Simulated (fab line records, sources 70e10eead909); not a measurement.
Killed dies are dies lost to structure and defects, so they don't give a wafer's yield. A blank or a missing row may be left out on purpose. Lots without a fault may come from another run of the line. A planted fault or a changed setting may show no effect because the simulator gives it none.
Chamber matching | flow nand_harc | NHARC_A_M1_ETCH_15 on rie_diel-06: 4 sister chambers
The step etches the open film in C4F8/Ar, target depth 182.5 nm, time 91.2 s. 8 wafers are shown with their chamber, then 9 later ones without.

WAFERS WITH THEIR CHAMBER
wafer  | chamber | rf_vpp_V (V) | chamber_pressure_mTorr (mTorr)
L232.3 | 3       | 439.2        | 25.005
L245.4 | 3       | 439.0        | 25.059
L246.1 | 1       | 441.6        | 25.027
L246.3 | 0       | 444.7        | 25.014
L246.6 | 2       | 443.3        | 24.972
L247.1 | 0       | 440.9        | 24.939
L247.4 | 1       | 440.6        | 25.005
L247.5 | 2       | 442.6        | 25.014

WAFERS WITHOUT THEIR CHAMBER
wafer  | rf_vpp_V (V) | chamber_pressure_mTorr (mTorr)
L250.4 | 443.4        | 24.980
L250.5 | 440.8        | 25.013
L250.6 | 442.8        | 25.002
L252.4 | 441.7        | 24.993
L252.5 | 442.2        | 25.011
L252.6 | 437.9        | 25.031
L253.3 | 441.7        | 25.008
L253.4 | 443.2        | 24.998
L253.5 | 440.0        | 24.996

WHICH CHAMBER EACH WENT THROUGH
wafer  | from the rows above               | in truth
L250.4 | can't be placed: 0 or 2 or 1      | 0
L250.5 | can't be placed: 1 or 3 or 2 or 0 | 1
L250.6 | can't be placed: 2 or 0 or 1      | 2
L252.4 | can't be placed: 1 or 2 or 0 or 3 | 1
L252.5 | can't be placed: 2 or 1 or 0 or 3 | 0
L252.6 | can't be placed: 3 or 1           | 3
L253.3 | can't be placed: 1 or 2 or 0 or 3 | 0
L253.4 | can't be placed: 2 or 0 or 1      | 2
L253.5 | can't be placed: 1 or 3 or 0 or 2 | 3
Placed correctly: 0 of 9. Can't be placed from these rows: 9 (the true chamber is among the candidates in 9). Placed wrongly: 0.
How it was worked out, from the rows above alone: a wafer's distance from a chamber is the root of the sum, over the readings, of the square of ((its reading less the chamber's mean) divided by the reading's scatter). The wafer belongs to the nearest chamber; if the next one is less than 2 further off, it can't be placed. A chamber's mean is the mean of its shown wafers. The scatter: the root of (the sum of the squares of (reading less its chamber's mean) over the shown wafers, divided by (wafers less chambers)).
